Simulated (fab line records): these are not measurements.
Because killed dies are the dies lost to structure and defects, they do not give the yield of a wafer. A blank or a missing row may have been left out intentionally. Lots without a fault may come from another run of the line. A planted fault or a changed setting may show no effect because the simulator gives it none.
Which tool did it? + flow nandHarc + Sampling: 6 lots, 18 wafers, 5 of 1159 route steps

## WHAT EACH GAUGE READ, for each wafer
NHARC_END_SORT_01.
| lot  | measured     | on        | killedAtArray |
|------|--------------|-----------|---------------|
| L156 | day 22 01:46 | prober-02 | 18 30 158     |

## WHAT TOOL EACH LOT RAN ON (gives the tool, then ch and the chambers of the sampled wafers, and finally the start)
| lot  | NHARC_A_STAIRCASE_TRIM_191                   | NHARC_A_STAIRCASE_TRIM_198                   | NHARC_A_STAIRCASE_ETCH_199        | NHARC_A_STAIRCASE_STRIP_205         |
|------|----------------------------------------------|----------------------------------------------|-----------------------------------|-------------------------------------|
| L144 | rieDiel-07 ch 0,1,3, day 11 11:56 or earlier | rieDiel-06 ch 2,3, day 11 11:56 or earlier   | rieDiel-06 ch 1,2,3, day 11 11:56 | plasmaAsher-02 ch 0,1, day 11 12:35 |
| L146 | rieDiel-06 ch 1,3, day 11 17:10 or earlier   | rieDiel-07 ch 1,2,3, day 11 17:10 or earlier | rieDiel-07 ch 1,3, day 11 17:10   | plasmaAsher-01 ch 0,1, day 11 18:01 |
| L151 | rieDiel-06 ch 1,2,3, day 12 15:19 or earlier | rieDiel-02 ch 0,3, day 12 15:19 or earlier   | rieDiel-02 ch 0,1, day 12 15:19   | plasmaAsher-02 ch 0,1, day 12 16:13 |
| L156 | rieDiel-06 ch 0,1,3, day 14 07:26 or earlier | rieDiel-06 ch 0,1,2, day 14 07:26 or earlier | rieDiel-06 ch 0,1,3, day 14 07:26 | plasmaAsher-02 ch 0,1, day 14 08:11 |
| L166 | rieDiel-06 ch 0,1,2, day 16 06:10 or earlier | rieDiel-02 ch 1,2,3, day 16 06:10 or earlier | rieDiel-02 ch 0,1,3, day 16 06:10 | plasmaAsher-01 ch 0,1, day 16 07:00 |
| L167 | rieDiel-07 ch 1,2,3, day 16 19:48 or earlier | rieDiel-06 ch 0,2, day 16 19:48 or earlier   | rieDiel-06 ch 0,2, day 16 19:48   | plasmaAsher-01 ch 1, day 16 21:10   |
- NHARC_A_STAIRCASE_TRIM_191: chemistry O2, time 211.2 s.
- NHARC_A_STAIRCASE_TRIM_198: chemistry O2, time 211.2 s.
- NHARC_A_STAIRCASE_ETCH_199: etches the open film in C4F8/O2, target depth 100 nm, time 40.5 s.
- NHARC_A_STAIRCASE_STRIP_205: strips in O2.

## THE ANSWER, worked out from the rows above alone
Rule: the lots themselves supply what counts as usual. Put in order of their means at a reading, lots are off if they are a third of the lots or fewer, leave a main group of 4 or more, and stand apart from it by a gap of 3 or more times the standard deviation of the main group's means; of several such gaps the widest counts. The tables above print the reading to a certain number of digits; a main group whose means all agree to those digits is not used. Also off: a lot with no number at a reading for which 4 or more lots have one. Where the step has rows for the other lots, those lots are counted as sound.
Across all readings shown, no lot is off: no conclusion can be drawn from this.

## WHAT THE SIMULATOR HAD INSERTED
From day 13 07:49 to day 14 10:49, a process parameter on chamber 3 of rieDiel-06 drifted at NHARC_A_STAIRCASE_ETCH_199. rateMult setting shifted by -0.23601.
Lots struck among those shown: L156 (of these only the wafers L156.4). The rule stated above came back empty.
